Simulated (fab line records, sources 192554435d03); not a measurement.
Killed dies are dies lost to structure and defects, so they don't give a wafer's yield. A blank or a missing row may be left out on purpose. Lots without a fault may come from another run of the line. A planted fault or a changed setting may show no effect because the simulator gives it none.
Split-lot experiment | flow n5_finfet | 7 lots, 21 wafers read, on a route of 1938 steps

THE SPLIT
At N5_BEOL_M15_ETCH_61 (etches BARC in N2/H2, target depth 89 nm, overetch 26.7 nm, time 67.9 s), the setting time_s was moved away from the recipe's 67.9 s on 6 of the 21 wafers read, by -21.8% to +11.8%. The other wafers ran this setting at the recipe's value.

The reading is taken at the split's own step.

THE READING
coat_of_BEOL_M15_COAT_22.thk_nm (the simulator's own value, which no gauge read), in nm, at N5_BEOL_M15_ETCH_61 (etches BARC in N2/H2, target depth 89 nm, overetch 26.7 nm, time 67.9 s). The file gives no usual value for it. The 15 wafers here that ran the recipe average 716.7 nm, standard deviation 2.3 nm.

wafer  | tool, chamber at the split | time_s as run, s | against the recipe | coat_of_BEOL_M15_COAT_22.thk_nm, nm | against lot-mates on the recipe
L077.1 | rie_diel-02, 0             | 67.9             | recipe             | 719.8                               | -
L077.2 | rie_diel-02, 2,1           | 53.07            | -21.8%             | 730.4                               | +10.6
L077.6 | rie_diel-02, 2,1           | 53.07            | -21.8%             | 730.4                               | +10.6
L080.1 | rie_diel-05, 2             | 67.9             | recipe             | 717                                 | -
L080.3 | rie_diel-05, 0             | 75.92            | +11.8%             | 713.4                               | -5.1
L080.4 | rie_diel-05, 0             | 67.9             | recipe             | 720                                 | -
L081.1 | rie_diel-04, 3             | 67.9             | recipe             | 718.6                               | -
L081.4 | rie_diel-04, 0             | 67.9             | recipe             | 719.8                               | -
L081.6 | rie_diel-04, 0             | 67.9             | recipe             | 720                                 | -
L086.1 | rie_diel-05, 0             | 67.9             | recipe             | 713.6                               | -
L086.3 | rie_diel-05, 3             | 67.9             | recipe             | 716.4                               | -
L086.5 | rie_diel-05, 0             | 71.86            | +5.8%              | 710                                 | -5.0
L090.2 | rie_diel-02, 1             | 67.9             | recipe             | 713.2                               | -
L090.3 | rie_diel-02, 2             | 67.9             | recipe             | 716.8                               | -
L090.5 | rie_diel-02, 0             | 67.9             | recipe             | 714.6                               | -
L092.2 | rie_diel-02, 1             | 60.24            | -11.3%             | 721                                 | +6.4
L092.4 | rie_diel-02, 0             | 67.9             | recipe             | 714.6                               | -
L092.6 | rie_diel-02, 0             | 60.24            | -11.3%             | 723.6                               | +9.0
L096.1 | rie_diel-05, 3,0           | 67.9             | recipe             | 715.6                               | -
L096.2 | rie_diel-05, 3,0           | 67.9             | recipe             | 715.6                               | -
L096.6 | rie_diel-05, 0             | 67.9             | recipe             | 715.4                               | -
Where a row lists several chambers, the file gives one row for several wafers and doesn't say which wafer went through which chamber.

THE FIT
A straight line over all 21 wafers: coat_of_BEOL_M15_COAT_22.thk_nm changes by -0.579 nm for each +1% of time_s; r = -0.89; the points scatter about the line by 2.4 nm.
The same after taking each lot's own level away (the mean of its wafers on the recipe; 21 wafers): -0.524 nm for each +1%; r = -0.96; scatter 1.3 nm.
On that fit, the largest move of time_s shifts the reading by 11 nm.
The lots' own levels span 714.60 to 719.80 nm, that is 2.3 times the standard deviation above.
So the lot-to-lot level changes the slope: the two fits differ.
Check: with one of the wafers moved furthest among these (-21.8%) left out of the fit, the line predicts +12 nm for it against its lot-mates. It came out at +10.6 nm against them.

THE FILE'S OWN FIT
coat_of_BEOL_M15_COAT_22.thk_nm changes by -0.524 nm for each +1% of time_s, r = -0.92.
